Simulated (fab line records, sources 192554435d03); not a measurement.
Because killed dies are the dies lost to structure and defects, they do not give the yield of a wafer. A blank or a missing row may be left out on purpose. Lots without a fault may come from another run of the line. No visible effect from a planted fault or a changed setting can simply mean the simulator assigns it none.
A struck lot beside a sound one + flow n5-finfet + 28 out of 1938 route steps
Sound: wafers L533.2, L533.5, L533.6. Wafers L535.1, L535.5, L535.6 were the ones struck. Last of all comes the cause.
For every step that has rows: the tool of each side, followed by ch and its chambers, followed by its first start. Under that, the readings that differ: sound wafers + struck wafers + difference of the means + sigmas: that difference in standard deviations of wafers without a fault.
alike: words and numbers the same on both sides, and readings whose means are apart by under 2 such deviations; not compared: readings that were withheld, readings missing a value for some wafer, numbers with overlapping values and no deviation given by the record, and bounds like >300 which may hide the same value.
The two part at a step that has a row with sigmas, a row that says differs or no value, or rows on one side only. When numbers do not overlap yet have no deviation, they are printed without sigmas and do not part them. Lack of a reading on every wafer of one side parts them only where that side has two or more wafers.

first, 9 steps without rows for these wafers: N5_BEOL_M0_SAQP_PEB_38 (peb time 60 s); N5_BEOL_M0_SAQP_DEVELOP_39 (develop time 30 s); N5_BEOL_M0_SAQP_DESCUM_45 (chemistry O2, time 7 s); N5_BEOL_M0_SAQP_ETCH_88 (etches underlayer in N2/H2, target depth 6.5 nm, time 5.2 s); N5_BEOL_M0_SAQP_ETCH_73 (etches SiARC in CF4, target depth 19.5 nm, time 32.5 s); N5_BEOL_M0_SAQP_CUT_ETCH_46 (etches SOC in N2/H2, target depth 135 nm, overetch 27 nm, time 202.5 s); N5_BEOL_M0_SAQP_STRIP_74 (strips in N2/H2); N5_BEOL_M0_SAQP_STRIP_89 (strips in N2/H2); N5_BEOL_M0_SAQP_ALD_48 (deposits SiO2, target thk 20 nm, pulse time 1 s, co reactant pulse time 1 s).
N5_BEOL_M0_SAQP_ETCH_49: etches SiO2 in CF4/O2, target depth 37 nm.
  sound on rie-diel-05 ch 0,1, day 6 18:52; struck on rie-diel-05 ch 0,1,2, day 7 02:49
| reading                                       | sound             | struck            | difference | sigmas |
|-----------------------------------------------|-------------------|-------------------|------------|--------|
| oes-product-au (a.u.)                         | 0.70 0.70 0.75    | 0.98 1.00 0.92    | +0.25      | +6     |
| model.etch.depth-nm (nm)                      | 35.78 35.71 36.88 | 55.44 55.48 54.36 | +18.97     |        |
| model.BEOL_M0_SAQP.feature-depth-nm (nm)      | 35.8 35.8 36.8    | 55.4 55.4 54.4    | +18.9      |        |
| model.SOC_of_BEOL_M0_SAQP_COAT_69.thk-nm (nm) | 71.6 71.6 70.8    | 61 60.8 61.6      | -10        |        |
  alike: drypump-motor-current-A, rf-vpp-V, showerhead-plenum-p-Torr, throttle-valve-pct
  not compared: rf-hours-counter-h
then, 10 steps without rows for these wafers: N5_BEOL_M0_SAQP_STRIP_75 (strips in CF4); N5_BEOL_M0_CUTY_COAT_50 (time 60 s, resist thk 15 nm); N5_BEOL_M0_CUTY_COAT_51 (resist thk 150 nm); N5_BEOL_M0_CUTY_EBR_52; N5_BEOL_M0_CUTY_SOFTBAKE_53 (time 60 s); N5_BEOL_M0_CUTY_EXPOSE_54 (exposes mask M0 ABLK); N5_BEOL_M0_CUTY_PEB_55 (peb time 60 s); N5_BEOL_M0_CUTY_DEVELOP_56 (develop time 30 s); N5_BEOL_M0_CUTY_DESCUM_61 (chemistry O2, time 7.9 s); N5_BEOL_M0_CUTY_ETCH_62 (etches SiARC in CF4, time 58.5 s).
N5_BEOL_M0_CUTY_ETCH_63: etches SOC in N2/H2, target depth 82.7 nm, overetch 16.5 nm, time 124 s.
  sound on rie-diel-02 ch 1,2,3, day 6 19:25; struck on rie-diel-02 ch 1,2, day 7 03:29
| reading                  | sound            | struck           | difference | sigmas |
|--------------------------|------------------|------------------|------------|--------|
| model.etch.depth-nm (nm) | 71.6 71.62 70.76 | 60.99 60.83 61.6 | -10.19     |        |
  alike: drypump-motor-current-A, oes-product-au, rf-vpp-V, showerhead-plenum-p-Torr, throttle-valve-pct
  not compared: rf-hours-counter-h
then, 3 steps without rows for these wafers: N5_BEOL_M0_CUTY_STRIP_64 (strips in N2/H2); N5_BEOL_M0_ETCH_138 (etches SiCN in CH3F/O2, target depth 12 nm, time 31.6 s); N5_BEOL_M0_HM_OPEN_105 (chemistry Cl2/BCl3, target TiN, target depth 12 nm).
N5_BEOL_M0_STRIP_140: strips in CF4.
  sound on rie-diel-01 ch 0,2, day 6 20:31; struck on rie-diel-02 ch 0,1,2, day 7 09:59
| reading                                       | sound          | struck      | difference | sigmas |
|-----------------------------------------------|----------------|-------------|------------|--------|
| model.SiO2_of_BEOL_M0_SAQP_ALD_48.thk-nm (nm) | 12.2 12.2 11.2 | 5.6 5.6 5.6 | -6.3       |        |
  alike: drypump-motor-current-A, oes-product-au, rf-vpp-V, showerhead-plenum-p-Torr, throttle-valve-pct
  not compared: rf-hours-counter-h
then, 1 step without rows for these wafers: N5_BEOL_M0_STRIP_104 (strips in N2/H2).
N5_BEOL_M4_RC_MEAS_101:
  sound on prober-02 ch 0, day 9 02:45; struck on prober-02 ch 0, day 9 08:48
| reading       | sound          | struck         | difference | sigmas |
|---------------|----------------|----------------|------------|--------|
| SS_P (mV/dec) | 74.2 71.4 73.7 | 75.0 75.2 75.3 | +2.1       | +2     |
  alike: DIBL_N, DIBL_P, IOFF_N, IOFF_P, ION_N, ION_P, SS_N, VT_N, VT_P
N5_PASSIVATION_PROBE_49:
  the record has rows for the sound wafers here (prober-01, day 13 12:28) and none for the struck ones

WHERE THEY PART
Earliest at N5_BEOL_M0_SAQP_ETCH_49; latest, in this record, at N5_PASSIVATION_PROBE_49.

WHY: the cause the simulator had injected
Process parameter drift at N5_BEOL_M0_SAQP_ETCH_49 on rie-diel-05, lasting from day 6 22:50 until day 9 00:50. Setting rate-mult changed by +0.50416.
